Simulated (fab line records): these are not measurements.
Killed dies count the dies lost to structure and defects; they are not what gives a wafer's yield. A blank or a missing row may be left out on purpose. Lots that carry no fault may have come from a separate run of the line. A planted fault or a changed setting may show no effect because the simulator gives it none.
Matching of chambers	flow n5_finfet	3 sister chambers for N5_BEOL_M11_CURE_71 on uv_cure-02
The step cures SiCOH lowk, time 240 s. 22 wafers are shown with their chamber, then 11 later ones without.

## EACH WAFER AND ITS CHAMBER
wafer	chamber	wafer_temp_C_max	lamp_power_pct (%)
L075.2	1	386.3	52.28
L075.3	1	386.5	52.29
L075.4	1	386.2	52.27
L076.2	0	387.3	52.31
L076.4	0	387.5	52.38
L076.6	0	387.0	52.28
L078.2	0	387.2	52.33
L078.4	0	387.1	52.31
L078.5	0	387.3	52.28
L080.2	2	386.2	52.41
L080.4	2	386.2	52.28
L080.5	2	386.3	52.24
L079.4	1	386.6	52.30
L079.5	1	386.6	52.21
L079.6	1	386.4	52.32
L081.3	1	386.1	52.31
L081.5	1	386.0	52.40
L081.6	1	386.6	52.29
L089.1	2	386.9	52.37
L089.2	2	386.0	52.37
L089.4	2	386.3	52.30
L092.1	2	386.2	52.26

SIGNATURES, as means of the wafers listed above
reading	chamber 0	chamber 1	chamber 2	scatter within a chamber
wafer_temp_C_max	387.233	386.367	386.300	0.235
lamp_power_pct	52.3150	52.2967	52.3186	0.0523
Rule: for a wafer and a chamber, the distance is found by dividing, reading by reading, the gap between the wafer's reading and the chamber's mean by the reading's scatter, squaring, summing and taking the root. If the next closest chamber is less than 2 further off than the closest, the wafer can't be placed; otherwise it belongs to the closest. The scatter: the root of (the sum of the squares of (reading less its chamber's mean) over the shown wafers, divided by (wafers less chambers)).

## WAFERS WHOSE CHAMBER IS MISSING
wafer	wafer_temp_C_max	lamp_power_pct (%)
L092.4	386.9	52.30
L092.6	386.6	52.32
L092.2	386.8	52.34
L092.3	387.1	52.34
L092.5	386.3	52.34
L096.1	386.0	52.17
L096.2	386.3	52.25
L096.5	386.8	52.25
L093.2	387.0	52.23
L093.3	386.9	52.44
L093.6	387.2	52.35

## EACH ONE'S CHAMBER
wafer	from the rows above	in truth
L092.4	can't be placed: 0 or 1 or 2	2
L092.6	can't be placed: 1 or 2 or 0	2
L092.2	can't be placed: 0 or 1 or 2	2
L092.3	0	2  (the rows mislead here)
L092.5	can't be placed: 2 or 1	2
L096.1	can't be placed: 1 or 2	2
L096.2	can't be placed: 1 or 2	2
L096.5	can't be placed: 1 or 0 or 2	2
L093.2	can't be placed: 0 or 1 or 2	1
L093.3	can't be placed: 0 or 2 or 1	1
L093.6	0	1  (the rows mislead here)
0 of 11 placed correctly. Unplaceable from these rows: 9, with the true chamber sitting among the candidates in 9. 2 placed wrongly.
